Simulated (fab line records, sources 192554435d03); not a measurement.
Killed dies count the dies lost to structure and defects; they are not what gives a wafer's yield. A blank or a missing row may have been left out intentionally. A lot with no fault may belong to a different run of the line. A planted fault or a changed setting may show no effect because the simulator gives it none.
Chamber matching || flow n5-finfet || rie-diel-02 running N5_MOL_CONTACT_COAG_ETCH_89: 4 sister chambers
The step etches underlayer in N2/H2, target depth 13 nm, time 10.4 s. 14 wafers are shown with their chamber, then 7 later ones without.

== WAFERS WITH THEIR CHAMBER ==
{"wafer": "L080.1", "chamber": 1, "drypump-motor-current-A (A)": 6.8, "showerhead-plenum-p-Torr (Torr)": 2.68, "throttle-valve-pct (%)": 17.3}
{"wafer": "L080.3", "chamber": 2, "drypump-motor-current-A (A)": 6.1, "showerhead-plenum-p-Torr (Torr)": 2.57, "throttle-valve-pct (%)": 17.8}
{"wafer": "L080.6", "chamber": 3, "drypump-motor-current-A (A)": 5.7, "showerhead-plenum-p-Torr (Torr)": 2.51, "throttle-valve-pct (%)": 17.9}
{"wafer": "L083.1", "chamber": 2, "drypump-motor-current-A (A)": 6.1, "showerhead-plenum-p-Torr (Torr)": 2.57, "throttle-valve-pct (%)": 17.9}
{"wafer": "L083.4", "chamber": 1, "drypump-motor-current-A (A)": 6.7, "showerhead-plenum-p-Torr (Torr)": 2.68, "throttle-valve-pct (%)": 17.3}
{"wafer": "L083.5", "chamber": 0, "drypump-motor-current-A (A)": 5.7, "showerhead-plenum-p-Torr (Torr)": 2.54, "throttle-valve-pct (%)": 17.8}
{"wafer": "L086.1", "chamber": 0, "drypump-motor-current-A (A)": 5.7, "showerhead-plenum-p-Torr (Torr)": 2.53, "throttle-valve-pct (%)": 17.8}
{"wafer": "L086.3", "chamber": 3, "drypump-motor-current-A (A)": 5.7, "showerhead-plenum-p-Torr (Torr)": 2.50, "throttle-valve-pct (%)": 17.9}
{"wafer": "L086.5", "chamber": 2, "drypump-motor-current-A (A)": 6.1, "showerhead-plenum-p-Torr (Torr)": 2.57, "throttle-valve-pct (%)": 17.9}
{"wafer": "L087.3", "chamber": 1, "drypump-motor-current-A (A)": 6.7, "showerhead-plenum-p-Torr (Torr)": 2.67, "throttle-valve-pct (%)": 17.4}
{"wafer": "L087.4", "chamber": 2, "drypump-motor-current-A (A)": 6.1, "showerhead-plenum-p-Torr (Torr)": 2.57, "throttle-valve-pct (%)": 17.9}
{"wafer": "L087.6", "chamber": 3, "drypump-motor-current-A (A)": 5.7, "showerhead-plenum-p-Torr (Torr)": 2.50, "throttle-valve-pct (%)": 17.9}
{"wafer": "L093.2", "chamber": 0, "drypump-motor-current-A (A)": 5.7, "showerhead-plenum-p-Torr (Torr)": 2.53, "throttle-valve-pct (%)": 17.8}
{"wafer": "L093.5", "chamber": 0, "drypump-motor-current-A (A)": 5.7, "showerhead-plenum-p-Torr (Torr)": 2.53, "throttle-valve-pct (%)": 17.8}

SIGNATURES (means of the wafers above)
{"reading": "drypump-motor-current-A", "chamber 0": 5.700, "chamber 1": 6.733, "chamber 2": 6.100, "chamber 3": 5.700, "scatter within a chamber": 0.0258}
{"reading": "showerhead-plenum-p-Torr", "chamber 0": 2.5325, "chamber 1": 2.6767, "chamber 2": 2.5700, "chamber 3": 2.5033, "scatter within a chamber": 0.00456}
{"reading": "throttle-valve-pct", "chamber 0": 17.800, "chamber 1": 17.333, "chamber 2": 17.875, "chamber 3": 17.900, "scatter within a chamber": 0.0376}
Rule: a wafer's distance from a chamber is the root of the sum, over the readings, of the square of ((its reading less the chamber's mean) divided by the reading's scatter). The wafer belongs to the nearest chamber; if the next one is less than 2 further off, it can't be placed. The scatter: the root of (the sum of the squares of (reading less its chamber's mean) over the shown wafers, divided by (wafers less chambers)).

== WAFERS WITHOUT THEIR CHAMBER ==
{"wafer": "L093.6", "drypump-motor-current-A (A)": 5.7, "showerhead-plenum-p-Torr (Torr)": 2.50, "throttle-valve-pct (%)": 17.9}
{"wafer": "L094.1", "drypump-motor-current-A (A)": 6.1, "showerhead-plenum-p-Torr (Torr)": 2.56, "throttle-valve-pct (%)": 17.9}
{"wafer": "L094.4", "drypump-motor-current-A (A)": 5.7, "showerhead-plenum-p-Torr (Torr)": 2.52, "throttle-valve-pct (%)": 17.8}
{"wafer": "L094.6", "drypump-motor-current-A (A)": 5.7, "showerhead-plenum-p-Torr (Torr)": 2.50, "throttle-valve-pct (%)": 17.9}
{"wafer": "L095.1", "drypump-motor-current-A (A)": 6.7, "showerhead-plenum-p-Torr (Torr)": 2.66, "throttle-valve-pct (%)": 17.4}
{"wafer": "L095.3", "drypump-motor-current-A (A)": 5.7, "showerhead-plenum-p-Torr (Torr)": 2.49, "throttle-valve-pct (%)": 18.0}
{"wafer": "L095.4", "drypump-motor-current-A (A)": 6.1, "showerhead-plenum-p-Torr (Torr)": 2.56, "throttle-valve-pct (%)": 17.9}

== WHICH CHAMBER EACH WENT THROUGH ==
{"wafer": "L093.6", "from the rows above": 3, "in truth": 3}
{"wafer": "L094.1", "from the rows above": 2, "in truth": 2}
{"wafer": "L094.4", "from the rows above": "can't be placed: 0 or 3", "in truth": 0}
{"wafer": "L094.6", "from the rows above": 3, "in truth": 3}
{"wafer": "L095.1", "from the rows above": 1, "in truth": 1}
{"wafer": "L095.3", "from the rows above": 3, "in truth": 3}
{"wafer": "L095.4", "from the rows above": 2, "in truth": 2}
Correctly placed: 6 of 7. These rows do not allow placing 1 (true chamber among the candidates in 1). Wrongly placed: 0.
